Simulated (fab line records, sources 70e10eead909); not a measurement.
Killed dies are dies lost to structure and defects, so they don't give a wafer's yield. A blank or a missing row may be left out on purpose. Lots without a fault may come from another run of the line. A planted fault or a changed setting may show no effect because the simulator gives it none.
Chamber matching | flow nand_harc | NHARC_A_CHANNEL_HOLE_D1_ETCH_44 on rie_diel-13: 4 sister chambers
The step etches the open film in CF4/O2, target depth 140 nm, overetch 14 nm, time 77 s. 8 wafers are shown with their chamber, then 9 later ones without.

WAFERS WITH THEIR CHAMBER
wafer  | chamber | drypump_motor_current_A (A) | oes_product_au (a.u.)
L079.6 | 3       | 5.8                         | 0.995
L085.4 | 0       | 4.9                         | 1.006
L085.6 | 0       | 4.9                         | 1.009
L088.3 | 1       | 5.8                         | 1.007
L088.6 | 3       | 5.9                         | 1.007
L089.4 | 2       | 5.5                         | 0.985
L089.5 | 2       | 5.5                         | 0.981
L089.6 | 1       | 5.8                         | 0.998

WAFERS WITHOUT THEIR CHAMBER
wafer  | drypump_motor_current_A (A) | oes_product_au (a.u.)
L090.1 | 4.9                         | 1.011
L090.4 | 5.8                         | 1.000
L090.5 | 5.8                         | 1.001
L094.1 | 5.5                         | 0.986
L094.2 | 4.9                         | 0.994
L094.4 | 5.8                         | 0.998
L097.1 | 4.9                         | 1.001
L097.2 | 5.8                         | 1.021
L097.4 | 5.8                         | 1.003

WHICH CHAMBER EACH WENT THROUGH
wafer  | from the rows above     | in truth
L090.1 | 0                       | 0
L090.4 | can't be placed: 1 or 3 | 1
L090.5 | can't be placed: 1 or 3 | 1
L094.1 | 2                       | 2
L094.2 | 0                       | 0
L094.4 | can't be placed: 1 or 3 | 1
L097.1 | 0                       | 0
L097.2 | can't be placed: 1 or 3 | 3
L097.4 | can't be placed: 1 or 3 | 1
Placed correctly: 4 of 9. Can't be placed from these rows: 5 (the true chamber is among the candidates in 5). Placed wrongly: 0.
How it was worked out, from the rows above alone: a wafer's distance from a chamber is the root of the sum, over the readings, of the square of ((its reading less the chamber's mean) divided by the reading's scatter). The wafer belongs to the nearest chamber; if the next one is less than 2 further off, it can't be placed. A chamber's mean is the mean of its shown wafers. The scatter: the root of (the sum of the squares of (reading less its chamber's mean) over the shown wafers, divided by (wafers less chambers)).
